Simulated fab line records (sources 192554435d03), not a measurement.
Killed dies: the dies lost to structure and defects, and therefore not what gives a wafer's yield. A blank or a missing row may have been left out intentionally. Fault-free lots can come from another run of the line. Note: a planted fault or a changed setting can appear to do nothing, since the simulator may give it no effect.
Chamber matching + flow n5-finfet + rie-diel-04 running N5_BEOL_M6_STRIP_19: 4 sister chambers
The step strips in O2. 4 wafers are shown with their chamber, then 7 later ones without.

== EACH WAFER AND ITS CHAMBER ==
| wafer  | chamber | showerhead-plenum-p-Torr (Torr) |
|--------|---------|---------------------------------|
| L083.3 | 2       | 2.22                            |
| L094.2 | 1       | 2.06                            |
| L096.2 | 3       | 1.97                            |
| L096.4 | 0       | 2.06                            |

== WAFERS WITHOUT THEIR CHAMBER ==
| wafer  | showerhead-plenum-p-Torr (Torr) |
|--------|---------------------------------|
| L096.6 | 1.97                            |
| L095.1 | 1.97                            |
| L095.2 | 2.06                            |
| L095.3 | 2.06                            |
| L095.4 | 2.21                            |
| L095.5 | 2.06                            |
| L095.6 | 2.06                            |

== CHAMBER TAKEN BY EACH ==
| wafer  | from the rows above     | in truth |
|--------|-------------------------|----------|
| L096.6 | 3                       | 3        |
| L095.1 | 3                       | 3        |
| L095.2 | can't be placed: 0 or 1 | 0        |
| L095.3 | can't be placed: 0 or 1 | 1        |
| L095.4 | 2                       | 2        |
| L095.5 | can't be placed: 0 or 1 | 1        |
| L095.6 | can't be placed: 0 or 1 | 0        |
Correctly placed: 3 of 7. Cannot be placed on the basis of these rows: 4; the candidates contain the true chamber in 4. 0 placed wrongly.
How it was worked out, from the rows above alone: a wafer's distance from a chamber is the root of the sum, over the readings, of the square of ((its reading less the chamber's mean) divided by the reading's scatter). If the next closest chamber is less than 2 further off than the closest, the wafer can't be placed; otherwise it belongs to the closest. For every chamber, the mean is computed from those of its wafers that are shown. The scatter: with one shown wafer a chamber, the root of the mean of the squares of how far each hidden wafer lies from its nearest shown one.
